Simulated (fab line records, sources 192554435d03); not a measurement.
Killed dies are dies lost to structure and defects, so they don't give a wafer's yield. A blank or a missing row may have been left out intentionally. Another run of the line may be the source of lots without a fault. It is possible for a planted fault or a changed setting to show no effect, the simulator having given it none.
Split-lot study    flow n5_finfet    on a route of 1938 steps: 7 lots, 39 wafers read

== THE SPLIT ITSELF ==
At N5_BEOL_M8_DEVELOP_10 (develop time 30 s), the setting develop_time_s was moved away from the recipe's 30 s on 15 of the 39 wafers read, by -53.5% to -15.8%. For the rest of the wafers, this setting stayed at what the recipe calls for.

== FROM THE SPLIT TO THE READING: what the file shows between them, 13 steps ==
- N5_BEOL_M8_CD_MEAS_11: target cd 38.5 nm
- N5_BEOL_M8_DESCUM_16: chemistry O2, time 7.9 s
- N5_BEOL_M8_ETCH_61: etches SiARC in CF4, target depth 45.5 nm, time 75.8 s
- N5_BEOL_M8_ETCH_62: etches SOC in N2/H2, target depth 110 nm, overetch 22 nm, time 165 s
- N5_BEOL_M8_STRIP_68: strips in N2/H2
- N5_BEOL_M8_STRIP_67: strips in CF4
- N5_BEOL_M8_HM_OPEN_17: chemistry Cl2/BCl3, target TiN, target depth 20 nm, overetch 6 nm
- N5_BEOL_M8_STRIP_19: strips in O2
- N5_BEOL_M8_CD_MEAS_18: pitch 80 nm, target cd 40 nm
- N5_BEOL_M8_COAT_63: time 60 s, resist thk 60 nm
- N5_BEOL_M8_COAT_64: time 60 s, resist thk 12 nm
- N5_BEOL_M8_PRECLEAN_42: cleans in residue remover, time 60 s
- N5_BEOL_M8_SRD_43: time 30 s

== THE READING ==
cd_nm at N5_BEOL_M8_CD_MEAS_35, given in nm (cd target 40 nm). Fault-free wafers of this fab line usually give 40.2 nm, standard deviation 0.55 nm.

wafer   tool, chamber at the split  develop_time_s as run, s  against the recipe  cd_nm, nm  against lot-mates on the recipe
L074.1  litho_track-03, 0           30                        recipe              40.1       -
L074.2  litho_track-03, 0           21.92                     -26.9%              38.8       -1.2
L074.3  litho_track-03, 0           21.92                     -26.9%              39.5       -0.5
L074.4  litho_track-03, 0           30                        recipe              39.9       -
L074.5  litho_track-03, 0           30                        recipe              39.9       -
L074.6  litho_track-03, 0           21.92                     -26.9%              38.9       -1.1
L077.1  litho_track-03, 0           30                        recipe              40.1       -
L077.2  litho_track-03, 0           17.24                     -42.5%              37.7       -2.4
L077.3  litho_track-03, 0           17.24                     -42.5%              37.0       -3.1
L077.4  litho_track-03, 0           17.24                     -42.5%              37.6       -2.5
L077.5  litho_track-03, 0           30                        recipe              40.2       -
L077.6  litho_track-03, 0           30                        recipe              40.1       -
L083.4  litho_track-03, 0           30                        recipe              40.0       -
L083.5  litho_track-03, 0           30                        recipe              40.9       -
L083.6  litho_track-03, 0           30                        recipe              39.9       -
L086.1  litho_track-05, 0           30                        recipe              40.0       -
L086.2  litho_track-05, 0           30                        recipe              41.1       -
L086.3  litho_track-05, 0           30                        recipe              40.9       -
L086.4  litho_track-05, 0           30                        recipe              40.4       -
L086.5  litho_track-05, 0           30                        recipe              41.1       -
L086.6  litho_track-05, 0           30                        recipe              40.2       -
L091.1  litho_track-03, 0           30                        recipe              40.5       -
L091.2  litho_track-03, 0           25.26                     -15.8%              39.1       -1.3
L091.3  litho_track-03, 0           25.26                     -15.8%              39.6       -0.8
L091.4  litho_track-03, 0           30                        recipe              40.1       -
L091.5  litho_track-03, 0           25.26                     -15.8%              39.6       -0.8
L091.6  litho_track-03, 0           30                        recipe              40.6       -
L090.1  litho_track-03, 0           13.95                     -53.5%              37.7       -2.5
L090.2  litho_track-03, 0           30                        recipe              40.2       -
L090.3  litho_track-03, 0           13.95                     -53.5%              37.6       -2.6
L090.4  litho_track-03, 0           30                        recipe              40.4       -
L090.5  litho_track-03, 0           30                        recipe              39.9       -
L090.6  litho_track-03, 0           13.95                     -53.5%              37.4       -2.8
L095.1  litho_track-02, 0           15.33                     -48.9%              38.1       -3.2
L095.2  litho_track-02, 0           30                        recipe              41.4       -
L095.3  litho_track-02, 0           15.33                     -48.9%              38.2       -3.1
L095.4  litho_track-02, 0           30                        recipe              40.7       -
L095.5  litho_track-02, 0           15.33                     -48.9%              38.8       -2.5
L095.6  litho_track-02, 0           30                        recipe              41.7       -

FIT RESULTS
A straight line over all 39 wafers: cd_nm changes by +0.0536 nm for each +1% of develop_time_s; r = +0.91; the points scatter about the line by 0.51 nm.
The same after taking each lot's own level away (the mean of its wafers on the recipe; 39 wafers): +0.0544 nm for each +1%; r = +0.95; scatter 0.39 nm.
The reading moves by 2.9 nm for the largest change in develop_time_s, on that fit.
From 39.97 to 41.27 nm: that is the span of the lots' own levels, equal to 2.4 times the standard deviation above.
So the lot-to-lot level changes the slope little: the two slopes agree.
Check: with one of the wafers moved furthest among these (-53.5%) left out of the fit, the line predicts -2.96 nm for it against its lot-mates. It came out at -2.47 nm against them.

== THE WHOLE CHAIN: every reading that the file lists as answering this split, in the file's order ==
step                   what it does                                                          reading                                                                change (the file's fit)                 r (the file's)
N5_BEOL_M8_CD_MEAS_11  target cd 38.5 nm                                                     cd_nm                                                                  +0.0548 nm for each +1% of the setting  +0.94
N5_BEOL_M8_ETCH_61     etches SiARC in CF4, target depth 45.5 nm, time 75.8 s                BEOL_M8.cd_offset_nm (the simulator's own value, which no gauge read)  +0.0547 nm for each +1% of the setting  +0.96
N5_BEOL_M8_ETCH_62     etches SOC in N2/H2, target depth 110 nm, overetch 22 nm, time 165 s  BEOL_M8.cd_offset_nm (the simulator's own value, which no gauge read)  +0.0565 nm for each +1% of the setting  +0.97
N5_BEOL_M8_HM_OPEN_17  chemistry Cl2/BCl3, target TiN, target depth 20 nm, overetch 6 nm     BEOL_M8.cd_offset_nm (the simulator's own value, which no gauge read)  +0.0558 nm for each +1% of the setting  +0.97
N5_BEOL_M8_CD_MEAS_18  pitch 80 nm, target cd 40 nm                                          cd_nm                                                                  +0.0542 nm for each +1% of the setting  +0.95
N5_BEOL_M8_CD_MEAS_35  target cd 40 nm                                                       cd_nm                                                                  +0.0542 nm for each +1% of the setting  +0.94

== FILE'S OWN FIT ==
cd_nm changes by +0.0542 nm for each +1% of develop_time_s, r = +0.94.
